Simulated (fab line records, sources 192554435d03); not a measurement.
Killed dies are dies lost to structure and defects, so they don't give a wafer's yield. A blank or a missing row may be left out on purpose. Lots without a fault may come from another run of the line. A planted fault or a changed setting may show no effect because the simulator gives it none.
Which tool did it? | flow n5_finfet | 10 lots, 30 wafers sampled, at 1 step of a route of 1938

WHAT THE GAUGES READ, wafer by wafer
N5_BEOL_M4_THK_MEAS_01.
lot  | measured     | on            | M4_ILD_THK (nm)
L401 | day 7 03:57  | film_metro-01 | 77.9 78.1 80.0
L403 | day 7 11:41  | film_metro-02 | 77.4 78.4 78.5
L404 | day 8 03:53  | film_metro-02 | 78.5 78.7 79.5
L407 | day 9 06:04  | film_metro-01 | 77.6 78.1 79.1
L416 | day 11 10:41 | film_metro-01 | 79.2 78.9 79.0
L415 | day 11 18:36 | film_metro-01 | 79.4 79.4 79.9
L417 | day 11 21:53 | film_metro-01 | 79.2 78.5 80.0
L419 | day 12 01:04 | film_metro-02 | 78.3 79.4 79.4
L420 | day 12 07:50 | film_metro-01 | 78.8 78.4 80.2
L423 | day 13 23:38 | film_metro-01 | 79.7 79.8 79.7

WHICH TOOL RAN EACH LOT (tool, then ch and the chambers of the sampled wafers, then the start)
The record holds no process step before these readings.

THE ANSWER, worked out from the rows above alone
Rule: what is usual is taken from the lots themselves. Put in order of their means at a reading, lots are off if they are a third of the lots or fewer, leave a main group of 4 or more, and stand apart from it by a gap of 3 or more times the standard deviation of the main group's means; of several such gaps the widest counts. A main group whose means are all the same, to the digits that the tables above print for the reading, isn't used. A lot without any number at a reading at which 4 lots or more have one is off too. The other lots that the step has rows for count as sound.
No lot is off at any reading shown: from this, nothing can be told.

WHAT THE SIMULATOR HAD PUT IN
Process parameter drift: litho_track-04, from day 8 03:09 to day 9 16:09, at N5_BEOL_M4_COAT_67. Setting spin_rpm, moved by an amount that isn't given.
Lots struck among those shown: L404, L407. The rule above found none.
